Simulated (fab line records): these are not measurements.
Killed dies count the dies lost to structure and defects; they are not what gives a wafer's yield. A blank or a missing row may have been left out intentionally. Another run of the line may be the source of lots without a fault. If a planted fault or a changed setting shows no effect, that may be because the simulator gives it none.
Comparing a struck lot with a sound one | flow nand harc | 18 out of 1159 route steps
Sound: the wafers L502.1, L502.2, L502.5. Wafers struck: L511.3, L511.5, L511.6. The cause is named last.
Per side, at each step with rows, come the tool, then ch with its chambers, and then its first start. Under that, the readings that differ: sound wafers | struck wafers | difference of the means | sigmas: that difference in standard deviations of wafers without a fault.
alike: same words and numbers on both sides, and readings whose means sit less than 2 such deviations apart. not compared: any withheld reading, any reading some wafer has no value for, any bound like >300 that may hide the same value, and any number with overlapping values for which the record gives no deviation.
The two part at a step that has a row with sigmas, a row that says differs or no value, or rows on one side only. Numbers that don't overlap but have no deviation are shown without sigmas and don't part them. Lack of a reading on every wafer of one side parts them only where that side has two or more wafers.

NHARC_P_GATE_CD_MEAS_59: target cd 720 nm.
  sound on cd sem-03 ch 0, day 6 00:31; struck on cd sem-03 ch 0, day 8 16:01
  alike: cd nm
then, 1 step without rows for these wafers: NHARC_P_GATE_HARDBAKE_60 (time 80 s).
NHARC_P_GATE_DESCUM_61: chemistry O2, time 3 s.
  sound on rie diel-07 ch 2,3, day 6 00:40; struck on rie diel-08 ch 0,1,2, day 8 16:12
  alike: drypump motor current A, oes product au, rf vpp V, showerhead plenum p Torr, throttle valve pct
  not compared: rf hours counter h
then, 1 step without rows for these wafers: NHARC_P_GATE_IMPLANT_62.
NHARC_P_GATE_STRIP_112: strips in N2/H2, time 200 s.
  sound on plasma asher-02 ch 0,1, day 6 01:02; struck on plasma asher-01 ch 0,1, day 8 16:55
  alike: drypump motor current A, heater power w
  not compared: rf hours counter h
NHARC_P_GATE_STRIP_76: strips in O2.
  sound on plasma asher-02 ch 0,1, day 6 01:18; struck on plasma asher-01 ch 0,1, day 8 17:05
  alike: drypump motor current A, heater power w
  not compared: rf hours counter h
then, 6 steps without rows for these wafers: NHARC_P_GATE_STRIP_63 (strips in SPM, time 900 s); NHARC_P_GATE_DEHYDRATE_83 (time 120 s); NHARC_P_GATE_HMDS_84 (time 30 s); NHARC_P_GATE_COAT_85; NHARC_P_GATE_SOFTBAKE_86 (time 95 s); NHARC_P_GATE_EBR_87.
NHARC_P_GATE_EXPOSE_88: exposes mask P HVN, target cd 2000 nm.
  sound on krf scanner-04 ch 0, day 6 02:04; struck on krf scanner-04 ch 0, day 8 17:50
  reading | sound                   | struck                  | difference | sigmas
  mask    | P_HVN#0 P_HVN#0 P_HVN#0 | P_PSD#0 P_PSD#0 P_PSD#0 | differs    |
then, 2 steps without rows for these wafers: NHARC_P_GATE_PEB_89 (peb time 85 s); NHARC_P_GATE_DEVELOP_90 (time 70 s).
NHARC_P_GATE_CD_MEAS_91: target cd 2000 nm.
  sound on cd sem-01 ch 0, day 6 02:13; struck on cd sem-03 ch 0, day 8 17:59
  reading    | sound                | struck | difference                    | sigmas
  cd nm (nm) | 1999.9 1998.4 2000.0 | - - -  | no value on the struck wafers |
then, 1 step without rows for these wafers: NHARC_P_GATE_HARDBAKE_92 (time 80 s).
-- break in the record here, with 13 days between the starts of the struck wafers on either side (left off in module P_GATE, picked up again in module END, where the first step shown is number 1159 on the route) --
NHARC_END_SORT_01:
  the record has rows for the struck wafers here (prober-02 ch 0, day 22 04:05) and none for the sound ones

WHERE THEY PART
At NHARC_P_GATE_EXPOSE_88 first; at NHARC_END_SORT_01 last (within this record only).

WHY: the cause the simulator had injected
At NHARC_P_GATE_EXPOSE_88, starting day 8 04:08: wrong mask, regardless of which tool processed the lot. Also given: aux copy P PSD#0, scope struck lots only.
